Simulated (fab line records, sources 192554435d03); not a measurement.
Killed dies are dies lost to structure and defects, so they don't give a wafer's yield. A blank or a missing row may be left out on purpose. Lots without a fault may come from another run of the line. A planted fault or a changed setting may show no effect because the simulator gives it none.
fab line records | flow n5_finfet
record lots=9 wafers=26 last_day=17
route steps=1938 shown MOL_CONTACT_COAG@560 BEOL_M4@1111 PASSIVATION@1936
lots that met no fault: from a run of the same line without faults
start_h: hours from the record's first day to the start of the lot's first wafer shown | wait_h: hours since the lot's step before | " the same as in the row above | L1.1+2: a row that stands for several wafers | - no value, or no start given | * or withheld: withheld | < > ~ a bound
route shown NAME@n: a module of which the file shows steps, and the number in the route of the first | usual: mean/standard deviation of fault-free wafers | same: alike in all rows | chamber/n: place in a boat | sites: the reading at each site | _std_site: their standard deviation | _edge_site: outer sites' mean less inner sites' | radius_mm: how far each site lies from the wafer's centre | mask NAME#n: copy n | behind: the tool/chamber that last shaped the wafer | hold: why the lot was held/for how many hours/how that ended | device: the transistor (n, p or np) that didn't switch | end of line: the same wafers' tests at the end of the route | a step without rows: its recipe alone | killed: dies lost to structure and defects at the first sort, not the wafer's yield | map: a wafer's dies, x killed, . not, _ none there
set.NAME: the setting as run; set.NAME@STEP: as run at that earlier step | model.NAME: the simulator's own value behind a step, which no gauge read
steps of the route over a sample of lots; a table a step, a row a wafer
services: from which hour (start_h, from the record's first day; less than 0 if before it) a tool's chamber was out of use, for how many hours, and why
## steps
# step N5_MOL_CONTACT_COAG_CMP_28
# recipe stop_on=SiNx t_overpolish_s=0.85 post_cmp_clean=alkaline_brush down_force_psi=4.15 platen_rpm=51.8 pad_velocity_m_s=1.0307 target_thk_nm=14.522
# usual motor_current_A=12.2/1 time_to_endpoint_s=4.4/2.6
# columns lot.wafer tool chamber start_h wait_h motor_current_A time_to_endpoint_s
L564.4 cmp-04 3 116.40 0.8 13.9 5.6
L564.2 " 0 " " 10.2 8.6
L564.1 " 2 " " 12.2 5.3
L567.1 cmp-02 0 134.29 0.8 12.9 1.2
L567.2 " 2 " " 13.2 4.5
L567.6 " 0 " " 12.9 1.0
L568.2 cmp-04 0 143.57 0.8 10.7 2.5
L568.4 " 1 " " 11.6 1.8
L568.5 " 0 " " 10.2 2.7
L569.4 cmp-02 2 147.35 0.8 13.5 9.1
L569.1 " 1 " " 10.9 12.0
L569.6 " 3 " " 11.5 4.3
L573.4 cmp-01 0 170.03 0.8 12.8 2.4
L573.2 " 1 " " 10.9 0.9
L573.6 " 0 " " 13.1 4.3
L574.1 cmp-02 0 172.90 0.8 12.9 4.2
L574.4 " 2 " " 12.8 8.1
L574.6 " 1 " " 11.5 10.2
L576.2 cmp-02 0 183.79 0.8 12.9 3.3
L576.4 " 3 " " 11.5 4.6
L576.6 " 0 " " 13.5 5.2
L582.5 cmp-04 0 220.20 0.2 10.6 4.5
L582.6 " 1 " " 12.9 8.0
L584.4 cmp-04 0 235.28 0.9 11.0 2.3
L584.6 " 1 " " 13.1 5.6
L584.5 " 2 " " 12.5 0.6
# step N5_MOL_CONTACT_COAG_ETCHBACK_132
# recipe chemistry=CHF3 target=SiO2 target_depth_a=100 time_s=6.7 ion_energy_ev=200 pressure_mtorr=30 source_w=610 bias_w=170 Ar_flow_sccm=200 CHF3_flow_sccm=50
# usual CHF3_flow_sccm=50.00/0.16 drypump_motor_current_A=5.7/0.38 oes_product_au=0.80/0.084 rf_fwd_power_W=602/3.2 rf_vpp_V=524/8.3 showerhead_plenum_p_Torr=2.39/0.079 throttle_valve_pct=18.75/0.25
# columns lot.wafer tool chamber start_h wait_h CHF3_flow_sccm drypump_motor_current_A oes_product_au rf_fwd_power_W rf_hours_counter_h rf_vpp_V showerhead_plenum_p_Torr throttle_valve_pct
L564.1 rie_diel-01 0 118.37 0.2 49.91 6.5 0.96 602 7 534 2.53 18.35
L564.2 " 1 " " 49.82 5.4 0.74 604 174 531 2.39 19.03
L564.4 " 2 " " 50.01 5.3 0.69 600 248 529 2.45 19.09
L567.1 rie_diel-06 0 136.08 0.1 49.89 6.0 0.75 601 171 512 2.27 19.04
L567.2 " 2 " " 50.04 5.3 0.93 601 28 526 2.45 18.61
L567.6 " 1 " " 49.90 5.7 0.70 605 - 502 2.25 19.05
L568.2 rie_diel-01 3 145.18 0.1 50.01 5.4 0.85 605 68 512 2.41 18.80
L568.4 " 3 " " 49.89 5.4 0.85 607 - 513 2.41 18.79
L568.5 " 1 " " 49.93 5.4 0.73 604 - 532 2.39 19.06
L569.1 rie_diel-01 3 149.12 0.1 50.04 5.4 0.85 607 69 515 2.41 18.80
L569.4 " 3 " " 49.93 5.4 0.84 607 - 512 2.41 18.82
L569.6 " 0 " " 50.34 6.5 0.92 604 - 533 2.52 18.37
L573.2 rie_diel-01 1 171.93 0.3 49.97 5.4 0.73 602 195 530 2.38 19.08
L573.4 " 0 " " 50.08 6.5 0.91 604 28 533 2.52 18.39
L573.6 " 2 " " 49.85 5.3 0.94 600 - 529 2.44 18.70
L574.1 rie_diel-01 0 174.63 0.1 49.91 6.5 0.90 600 28 531 2.52 18.40
L574.4 " 1 " " 50.21 5.3 0.73 602 196 529 2.38 19.06
L574.6 " 2 " " 49.92 5.3 0.93 601 - 530 2.44 18.72
L576.2 rie_diel-01 0 186.61 0.1 50.20 6.5 0.89 604 33 534 2.52 18.39
L576.4 " 1 " " 50.32 5.3 0.72 604 201 529 2.38 19.09
L576.6 " 2 " " 49.76 5.3 0.91 602 - 529 2.44 18.71
L582.5 rie_diel-06 3 221.70 0.0 50.04 6.0 0.77 600 - 531 2.38 18.63
L582.6 " 2 " " 49.78 5.3 0.86 602 - 526 2.44 18.66
L584.4 rie_diel-06 0 236.77 0.1 49.69 6.0 0.72 605 208 511 2.26 19.12
L584.5 " 2 " " 50.39 5.3 0.86 605 - 527 2.43 18.64
L584.6 " 1 " " 50.04 5.7 0.94 605 - 515 2.53 18.68
# step N5_MOL_CONTACT_COAG_STRIP_96
# recipe chemistry=N2/H2 power_w=500 temp_c=40 pressure_mtorr=50 rf_frequency_hz=6e+07 overash_fraction=0.3 bias_power_w=28 h2_frac=0.5 n2_flow_sccm=300 h2_flow_sccm=300
# usual drypump_motor_current_A=5.7/0.38 oes_product_au=0.80/0.085 power_w=500.0/1.4 rf_vpp_V=121.9/1.3 showerhead_plenum_p_Torr=3.37/0.12 throttle_valve_pct=18.91/0.19
# columns lot.wafer tool chamber start_h wait_h drypump_motor_current_A oes_product_au power_w rf_hours_counter_h rf_vpp_V showerhead_plenum_p_Torr throttle_valve_pct
L564.1 rie_diel-01 0 118.60 0.0 6.5 0.97 499.5 7 122.5 3.59 18.63
L564.2 " 1 " " 5.4 0.74 501.9 174 122.9 3.35 19.18
L564.4 " 2 " " 5.3 0.68 498.5 248 123.8 3.44 19.24
L567.1 rie_diel-06 0 136.31 0.0 6.0 0.74 500.4 171 119.9 3.20 19.05
L567.2 " 2 " " 5.3 0.93 502.1 28 121.9 3.42 18.54
L567.6 " 1 " " 5.8 0.71 500.3 - 120.1 3.18 19.21
L568.2 rie_diel-01 3 145.41 0.0 5.4 0.86 499.7 68 121.7 3.39 18.79
L568.4 " 3 " " 5.4 0.85 503.0 - 122.6 3.39 18.82
L568.5 " 1 " " 5.4 0.74 502.2 - 119.0 3.34 19.21
L569.1 rie_diel-01 3 149.34 0.0 5.4 0.85 498.7 69 120.2 3.39 18.82
L569.4 " 3 " " 5.4 0.85 499.6 - 123.2 3.39 18.84
L569.6 " 0 " " 6.5 0.92 501.4 - 124.1 3.58 18.66
L573.2 rie_diel-01 1 172.16 0.0 5.4 0.72 500.6 195 121.5 3.34 19.22
L573.4 " 0 " " 6.5 0.90 500.1 28 121.8 3.58 18.64
L573.6 " 2 " " 5.3 0.94 501.1 - 122.4 3.44 18.85
L574.1 rie_diel-01 0 174.86 0.0 6.5 0.91 559.5 28 124.4 3.58 18.66
L574.4 " 1 " " 5.4 0.73 558.6 196 123.1 3.34 19.19
L574.6 " 2 " " 5.3 0.94 559.5 - 124.0 3.44 18.84
L576.2 rie_diel-01 0 186.83 0.0 6.5 0.89 561.9 34 121.9 3.58 18.68
L576.4 " 1 " " 5.4 0.72 556.6 201 119.8 3.34 19.20
L576.6 " 2 " " 5.4 0.92 558.9 - 122.2 3.43 18.88
L582.5 rie_diel-06 3 221.93 0.0 6.0 0.75 499.2 - 120.9 3.36 18.70
L582.6 " 2 " " 5.3 0.87 500.2 - 122.2 3.40 18.58
L584.4 rie_diel-06 0 237.00 0.0 6.0 0.72 500.9 208 119.3 3.19 19.12
L584.5 " 2 " " 5.3 0.87 500.8 - 121.0 3.40 18.61
L584.6 " 1 " " 5.7 0.95 500.2 - 124.7 3.57 18.84
# step N5_MOL_CONTACT_COAG_ETCH_47
# recipe chemistry=CH3F/O2 target=SiNx target_depth_a=270 mask_material=SiO2 stop_on=W over_etch_frac=0.2 ion_energy_ev=120 endpoint=OES-CN pressure_mtorr=30 source_w=395 bias_w=73 Ar_flow_sccm=150 CH3F_flow_sccm=30 O2_flow_sccm=20 ends=end_point
# usual drypump_motor_current_A=5.7/0.37 etch_rf_on_time_s=31.1/0.67 oes_product_au=0.71/0.074 rf_fwd_power_W=386.4/2.1 rf_vpp_V=298/4.6 showerhead_plenum_p_Torr=2.01/0.067 throttle_valve_pct=16.37/0.25
# columns lot.wafer tool chamber start_h wait_h drypump_motor_current_A etch_rf_on_time_s oes_product_au rf_fwd_power_W rf_hours_counter_h rf_vpp_V showerhead_plenum_p_Torr throttle_valve_pct
L564.1 rie_diel-01 0 118.64 0.0 6.5 30.5 0.87 386.4 7 302 2.13 15.93
L564.2 " 1 " " 5.4 31.5 0.67 387.6 174 300 2.01 16.65
L564.4 " 2 " " 5.3 31.3 0.62 385.2 248 301 2.06 16.72
L567.1 rie_diel-06 0 136.35 0.0 6.0 30.6 0.67 386.6 171 292 1.91 16.71
L567.2 " 2 " " 5.3 30.3 0.82 383.3 28 297 2.06 16.18
L567.6 " 1 " " 5.7 31.8 0.63 386.7 - 287 1.89 16.67
L568.2 rie_diel-01 3 145.45 0.0 5.4 30.6 0.75 388.4 68 293 2.02 16.41
L568.4 " 3 " " 5.4 30.9 0.75 388.7 - 290 2.02 16.41
L568.5 " 1 " " 5.3 32.3 0.65 384.8 - 301 2.00 16.68
L569.1 rie_diel-01 3 149.38 0.0 5.4 29.9 0.77 389.1 69 290 2.02 16.40
L569.4 " 3 " " 5.4 30.5 0.75 389.7 - 291 2.02 16.39
L569.6 " 0 " " 6.5 30.5 0.82 384.6 - 302 2.12 15.96
L573.2 rie_diel-01 1 172.20 0.0 5.4 31.7 0.65 387.2 195 299 2.00 16.69
L573.4 " 0 " " 6.5 30.8 0.81 385.2 28 303 2.12 15.97
L573.6 " 2 " " 5.3 31.3 0.84 386.0 - 300 2.05 16.29
L574.1 rie_diel-01 0 174.90 0.0 6.5 30.6 0.80 386.1 28 301 2.12 15.98
L574.4 " 1 " " 5.4 32.1 0.65 385.5 196 300 2.00 16.69
L574.6 " 2 " " 5.3 31.1 0.83 383.0 - 300 2.05 16.29
L576.2 rie_diel-01 0 186.87 0.0 6.5 30.9 0.80 384.5 34 301 2.12 15.99
L576.4 " 1 " " 5.3 32.0 0.65 386.1 201 300 2.00 16.70
L576.6 " 2 " " 5.3 31.2 0.83 387.8 - 300 2.05 16.30
L582.5 rie_diel-06 3 221.98 0.0 6.0 30.7 0.68 384.3 - 302 2.00 16.25
L582.6 " 2 " " 5.3 31.1 0.76 384.2 - 299 2.05 16.26
L584.4 rie_diel-06 0 237.04 0.0 6.1 30.6 0.65 386.1 208 290 1.90 16.80
L584.5 " 2 " " 5.3 30.9 0.76 387.4 - 299 2.05 16.24
L584.6 " 1 " " 5.7 30.0 0.85 387.3 - 290 2.12 16.23
# step N5_BEOL_M4_RC_MEAS_101
# usual DIBL_N=36.6/1.8 DIBL_P=37.1/2.1 IOFF_N=0.17/0.033 IOFF_P=0.23/0.039 ION_N=681/13 ION_P=467/8.7 SS_N=71.6/0.59 SS_P=73.4/0.63 VT_N=249/3.4 VT_P=-249/3.7
# columns lot.wafer tool chamber start_h wait_h DIBL_N[mV/V] DIBL_P[mV/V] IOFF_N[nA/um] IOFF_P[nA/um] ION_N[uA/um] ION_P[uA/um] SS_N[mV/dec] SS_P[mV/dec] VT_N[mV] VT_P[mV]
L564.1 prober-01 0 187.13 0.0 35.2 36.8 0.16 0.22 696 476 71.5 72.8 249 -247
L564.2 " 0 " " 35.8 37.1 0.16 0.22 666 458 71.5 72.9 252 -248
L564.4 " 0 " " 37.4 38.8 0.18 0.25 673 458 72.4 72.8 249 -249
L568.2 prober-01 0 213.57 0.2 35.8 37.8 0.19 0.25 699 476 71.5 73.2 245 -246
L568.4 " 0 " " 37.5 39.7 0.22 0.27 687 468 72.4 74.6 242 -249
L568.5 " 0 " " 36.1 38.7 0.20 0.24 696 473 71.7 73.2 246 -245
L567.1 prober-02 0 215.87 0.0 37.5 38.9 0.18 0.21 692 469 71.5 73.4 248 -253
L567.2 " 0 " " 37.0 38.5 0.18 0.22 690 468 71.0 73.3 248 -251
L567.6 " 0 " " 37.9 38.8 0.18 0.21 673 455 71.7 73.7 253 -254
L569.1 prober-01 0 220.25 0.0 40.0 40.4 0.23 0.29 683 467 72.9 74.0 247 -244
L569.4 " 0 " " 38.0 38.1 0.19 0.23 694 468 71.4 73.3 247 -249
L569.6 " 0 " " 37.6 36.9 0.18 0.22 682 462 71.9 73.9 248 -251
L573.2 prober-02 0 244.53 0.2 32.8 33.6 0.11 0.20 665 464 71.2 73.2 254 -248
L573.4 " 0 " " 36.2 38.0 0.18 0.28 690 478 71.0 74.2 245 -245
L573.6 " 0 " " 34.1 34.3 0.13 0.20 672 463 70.5 72.9 254 -246
L574.1 prober-02 0 247.50 0.0 36.5 36.4 0.17 0.23 691 470 70.9 73.8 249 -250
L574.4 " 0 " " 38.0 37.0 0.17 0.23 668 457 71.8 73.7 251 -250
L574.6 " 0 " " 35.9 35.3 0.15 0.20 679 462 70.7 72.4 249 -251
L576.2 prober-02 0 261.68 0.2 36.3 36.1 0.16 0.20 667 456 72.0 73.0 252 -253
L576.4 " 0 " " 37.7 38.0 0.18 0.22 707 475 72.2 73.9 248 -252
L576.6 " 0 " " 36.1 35.1 0.15 0.19 683 463 71.9 72.8 253 -254
L582.5 prober-01 0 292.24 0.6 41.7 43.4 0.33 0.40 728 499 72.3 75.2 237 -238
L582.6 " 0 " " 36.8 36.5 0.17 0.23 681 472 71.1 73.5 248 -248
L584.4 prober-01 0 300.35 0.5 37.6 36.1 0.19 0.23 680 465 71.9 73.3 248 -248
L584.5 " 0 " " 35.7 34.1 0.15 0.19 683 460 71.6 72.8 249 -250
L584.6 " 0 " " 35.8 33.4 0.14 0.19 659 454 71.4 72.7 251 -250
# step N5_PASSIVATION_PROBE_49
# usual defect_limited_yield=91.1/1.4 killed_at_M0_to_M3=32/9.4 killed_at_M4_up=14/5.1 killed_at_contacts=11/5.5 killed_at_front_end=44/13 killed_at_other=4/3.2 killed_dies=104/16 killed_open=70/12 killed_short=33/7.8 sort_bin_4_leakage=0.01/0.057 sort_bin_5_function=5.1/0.91 sort_bin_6_memory=3.4/0.63 sort_n_pass=1075/16 sort_yield_pct=91.2/1.4
# same gross_dies=1180 killed_at_back_side=0 sort_bin_8_speed[%]=0
# columns lot.wafer tool chamber start_h wait_h defect_limited_yield[%] killed_at_M0_to_M3 killed_at_M4_up killed_at_contacts killed_at_front_end killed_at_other killed_dies killed_open killed_short sort_bin_4_leakage[%] sort_bin_5_function[%] sort_bin_6_memory[%] sort_n_pass sort_yield_pct[%]
L564.1 prober-02 - 293.18 0.0 91.9 33 7 5 44 7 96 55 40 0 4.2 3.6 1084 91.9
L564.2 prober-02 - 293.23 0.1 90.2 30 17 2 61 6 116 62 54 0 5.8 3.5 1064 90.2
L564.4 prober-02 - 293.33 0.2 90.2 28 10 33 39 6 116 73 41 0 5.6 3.7 1064 90.2
L567.1 prober-02 - 315.08 0.0 92.2 36 11 8 36 1 92 66 25 0 4.2 3.4 1088 92.2
L567.2 prober-02 - 315.13 0.1 92.6 31 17 15 23 1 87 60 27 0 4.5 2.5 1093 92.6
L567.6 prober-02 - 315.33 0.3 92.4 33 19 8 29 1 90 57 33 0 4.5 2.8 1090 92.4
L568.2 prober-02 - 317.12 0.1 90.9 13 18 12 61 3 107 64 43 0 4.9 3.9 1073 90.9
L568.4 prober-02 - 317.22 0.2 90.5 31 16 12 49 4 112 70 42 0 5.7 3.3 1068 90.5
L568.5 prober-02 - 317.27 0.2 91.4 22 14 14 45 7 102 69 33 0 4.9 3.4 1078 91.4
L569.1 prober-01 - 326.75 0.0 92.4 34 15 10 23 8 90 57 31 0.08 4.5 2.7 1089 92.3
L569.4 prober-01 - 326.90 0.2 91.9 37 11 9 33 5 95 62 30 0 5.1 2.7 1085 91.9
L569.6 prober-01 - 327.00 0.3 93.7 24 10 12 24 4 74 48 26 0 4.0 2.3 1106 93.7
L573.2 prober-02 - 339.70 0.6 90.8 37 5 7 57 3 109 58 50 0 6.2 2.7 1071 90.8
L573.4 prober-02 - 339.80 0.7 91.9 18 7 13 51 6 95 56 39 0 5.3 2.5 1085 91.9
L573.6 prober-02 - 339.90 0.8 91.6 15 20 12 49 3 99 58 41 0 4.8 3.3 1081 91.6
# killed by level:class
L564.1 FIN_SAQP:geometric_particle:short=16 FIN_SAQP:geometric_particle:open=8 BEOL_M2:geometric_particle:open=8 BEOL_M0_SAQP:geometric_particle:short=7 BEOL_M0_SAQP:geometric_particle:open=6 MOL_CONTACT_COAG:geometric_particle:open=5 STI_FIN_REVEAL:geometric_particle:open=4 BEOL_M2:geometric_particle:short=4
L564.2 FIN_SAQP:geometric_particle:short=25 FIN_SAQP:geometric_particle:open=13 BEOL_M4:geometric_particle:open=9 BEOL_M0_SAQP:geometric_particle:short=8 BEOL_M1:geometric_particle:open=8 GATE_CUT:geometric_particle:short=5 STI_FIN_REVEAL:geometric_particle:open=4 BEOL_M0_SAQP:geometric_particle:open=4
L564.4 MOL_CONTACT_COAG:geometric_particle:open=26 BEOL_M2:geometric_particle:open=11 FIN_SAQP:geometric_particle:short=10 FIN_SAQP:geometric_particle:open=10 MOL_CONTACT_COAG:geometric_particle:short=7 BEOL_M0_SAQP:geometric_particle:open=6 GATE_CUT:geometric_particle:short=5 ILD0:geometric_particle:open=4
L567.1 FIN_SAQP:geometric_particle:open=13 BEOL_M0_SAQP:geometric_particle:open=10 STI_FIN_REVEAL:geometric_particle:open=9 BEOL_M4:geometric_particle:open=7 BEOL_M0_SAQP:geometric_particle:short=6 BEOL_M2:geometric_particle:open=6 BEOL_M3:geometric_particle:open=6 FIN_SAQP:geometric_particle:short=5
L567.2 MOL_CONTACT_COAG:geometric_particle:open=10 BEOL_M3:geometric_particle:open=10 FIN_SAQP:geometric_particle:open=9 BEOL_M1:geometric_particle:open=5 MOL_CONTACT_COAG:geometric_particle:short=5 BEOL_M0_SAQP:geometric_particle:open=5 BEOL_M4:geometric_particle:open=5 GATE_CUT:geometric_particle:open=3
L567.6 BEOL_M4:geometric_particle:open=13 BEOL_M2:geometric_particle:open=11 BEOL_M0_SAQP:geometric_particle:short=9 FIN_SAQP:geometric_particle:short=6 FIN_SAQP:geometric_particle:open=5 MOL_CONTACT_COAG:geometric_particle:open=5 BEOL_M1:geometric_particle:open=4 BEOL_M1:geometric_particle:short=4
L568.2 FIN_SAQP:geometric_particle:short=14 FIN_SAQP:geometric_particle:open=12 MOL_CONTACT_COAG:geometric_particle:open=12 STI_FIN_REVEAL:geometric_particle:open=9 GATE_CUT:geometric_particle:short=8 BEOL_M4:geometric_particle:open=6 BEOL_M0_SAQP:geometric_particle:short=5 DUMMY_GATE:geometric_particle:open=4
L568.4 FIN_SAQP:geometric_particle:short=15 FIN_SAQP:geometric_particle:open=12 MOL_CONTACT_COAG:geometric_particle:open=11 BEOL_M0_SAQP:geometric_particle:short=10 BEOL_M2:geometric_particle:open=8 STI_FIN_REVEAL:geometric_particle:open=6 BEOL_M5:geometric_particle:open=5 DUMMY_GATE:geometric_particle:open=4
L568.5 MOL_CONTACT_COAG:geometric_particle:open=12 FIN_SAQP:geometric_particle:open=9 STI_FIN_REVEAL:geometric_particle:open=8 DUMMY_GATE:geometric_particle:open=7 BEOL_M0_SAQP:geometric_particle:short=7 BEOL_M1:geometric_particle:open=6 FIN_SAQP:geometric_particle:short=5 BEOL_M0_SAQP:geometric_particle:open=4
L569.1 BEOL_M0:geometric_particle:open=9 MOL_CONTACT_COAG:geometric_particle:open=8 STI_FIN_REVEAL:geometric_particle:open=6 BEOL_M0:geometric_particle:short=6 BEOL_M3:geometric_particle:open=5 BEOL_M4:geometric_particle:open=4 BEOL_M2:geometric_particle:open=4 FIN_SAQP:geometric_particle:open=3
L569.4 BEOL_M0_SAQP:geometric_particle:open=12 BEOL_M0_SAQP:geometric_particle:short=9 FIN_SAQP:geometric_particle:short=7 FIN_SAQP:geometric_particle:open=7 MOL_CONTACT_COAG:geometric_particle:open=6 BEOL_M3:geometric_particle:open=6 MIM_TOP:geometric_particle:short=5 BEOL_M1:geometric_particle:open=4
L569.6 MOL_CONTACT_COAG:geometric_particle:open=9 BEOL_M0_SAQP:geometric_particle:open=8 BEOL_M1:geometric_particle:open=7 FIN_SAQP:geometric_particle:short=4 BEOL_M0_SAQP:geometric_particle:short=4 STARTING-WAFER:geometric_particle:short=4 ILD0:geometric_particle:open=3 GATE_CUT:geometric_particle:short=3
L573.2 FIN_SAQP:geometric_particle:short=19 FIN_SAQP:geometric_particle:open=18 BEOL_M3:geometric_particle:open=8 BEOL_M0_SAQP:geometric_particle:short=7 MOL_CONTACT_COAG:geometric_particle:open=6 STARTING-WAFER:geometric_particle:short=5 GATE_CUT:geometric_particle:short=4 BEOL_M0_SAQP:geometric_particle:open=4
L573.4 FIN_SAQP:geometric_particle:open=19 FIN_SAQP:geometric_particle:short=10 MOL_CONTACT_COAG:geometric_particle:open=9 GATE_CUT:geometric_particle:short=7 BEOL_M2:geometric_particle:open=7 STI_FIN_REVEAL:geometric_particle:open=5 PASS1_CAP:geometric_particle:short=5 MOL_CONTACT_COAG:geometric_particle:short=4
L573.6 FIN_SAQP:geometric_particle:short=16 BEOL_M4:geometric_particle:open=13 MOL_CONTACT_COAG:geometric_particle:open=11 FIN_SAQP:geometric_particle:open=8 GATE_CUT:geometric_particle:short=8 STI_FIN_REVEAL:geometric_particle:open=6 BEOL_M0_SAQP:geometric_particle:open=4 BEOL_M1:geometric_particle:open=4
## services
# columns tool chamber start_h hours kind
cmp-01 - 94.76 3.0 pm
cmp-02 - 99.53 21.5 pm
cmp-04 - 112.23 4.0 pm
cmp-04 - 116.23 - consumable_replace:conditioner
cmp-04 - 116.23 - consumable_replace:pad
rie_diel-01 2 127.75 5.9 repair
rie_diel-06 3 132.13 5.1 repair
cmp-01 - 152.15 1.9 repair
cmp-04 - 167.48 1.2 repair
rie_diel-06 1 185.36 - clean
rie_diel-06 1 185.36 - consumable_replace:focus_ring
rie_diel-06 1 185.36 - consumable_replace:showerhead
rie_diel-06 1 185.36 11.7 scheduled_down
rie_diel-06 1 185.36 11.7 vent_cycle
rie_diel-06 3 201.78 4.3 repair
cmp-01 - 215.29 4.0 pm
cmp-01 - 219.29 - consumable_replace:conditioner
cmp-01 - 219.29 - consumable_replace:pad
## key
first_sign step=N5_MOL_CONTACT_COAG_STRIP_96 reading=power_w direction=up sigmas=41 usual=* struck=*
effect none on later readings
met_at N5_MOL_CONTACT_COAG_STRIP_96
struck_lots L574,L576
not_acting_at N5_MOL_CONTACT_COAG_CMP_28,N5_MOL_CONTACT_COAG_ETCHBACK_132,N5_MOL_CONTACT_COAG_ETCH_47
onset_between 172.16 174.86
fault kind=process_parameter_drift tool=rie_diel-01 chamber=- onset_h=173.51 steps=N5_MOL_CONTACT_COAG_STRIP_96 channel=power_w offset=* shape=step end_h=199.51 acts_in=* stated=*
